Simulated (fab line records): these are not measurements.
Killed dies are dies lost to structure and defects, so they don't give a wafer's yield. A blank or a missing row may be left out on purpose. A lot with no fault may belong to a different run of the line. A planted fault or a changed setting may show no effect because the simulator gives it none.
Matching of chambers + flow nand harc + NHARC_A_CONTACT_DEP_85 on pecvd-02: 3 sister chambers
The step deposits SiON, target thk 60 nm. 6 wafers are shown with their chamber, then 7 later ones without.

## WAFERS WITH THEIR CHAMBER
| wafer  | chamber | heater power w (W) |
|--------|---------|--------------------|
| L084.6 | 1       | 663                |
| L092.1 | 1       | 788                |
| L092.2 | 2       | 788                |
| L092.4 | 2       | 784                |
| L094.3 | 0       | 750                |
| L094.5 | 0       | 763                |

## WAFERS MISSING THEIR CHAMBER
| wafer  | heater power w (W) |
|--------|--------------------|
| L094.6 | 653                |
| L095.1 | 748                |
| L095.3 | 735                |
| L095.4 | 688                |
| L097.1 | 726                |
| L097.4 | 757                |
| L097.6 | 736                |

## WHICH CHAMBER EACH WENT THROUGH
| wafer  | from the rows above          | in truth |
|--------|------------------------------|----------|
| L094.6 | can't be placed: 1 or 0 or 2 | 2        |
| L095.1 | can't be placed: 0 or 1 or 2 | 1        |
| L095.3 | can't be placed: 1 or 0 or 2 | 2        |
| L095.4 | can't be placed: 1 or 0 or 2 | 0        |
| L097.1 | can't be placed: 1 or 0 or 2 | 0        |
| L097.4 | can't be placed: 0 or 2 or 1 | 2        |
| L097.6 | can't be placed: 1 or 0 or 2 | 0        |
0 of 7 placed correctly. From these rows, 7 cannot be placed; in 7 the true chamber is one of the candidates. Wrongly placed: 0.
How it was worked out, from the rows above alone: a wafer's distance from a chamber is the root of the sum, over the readings, of the square of ((its reading less the chamber's mean) divided by the reading's scatter). If the next closest chamber is less than 2 further off than the closest, the wafer can't be placed; otherwise it belongs to the closest. Each chamber's mean is taken over the wafers shown for it. The scatter: take each reading less its chamber's mean, square it, sum over the shown wafers, divide by the number of wafers less the number of chambers, and take the root.
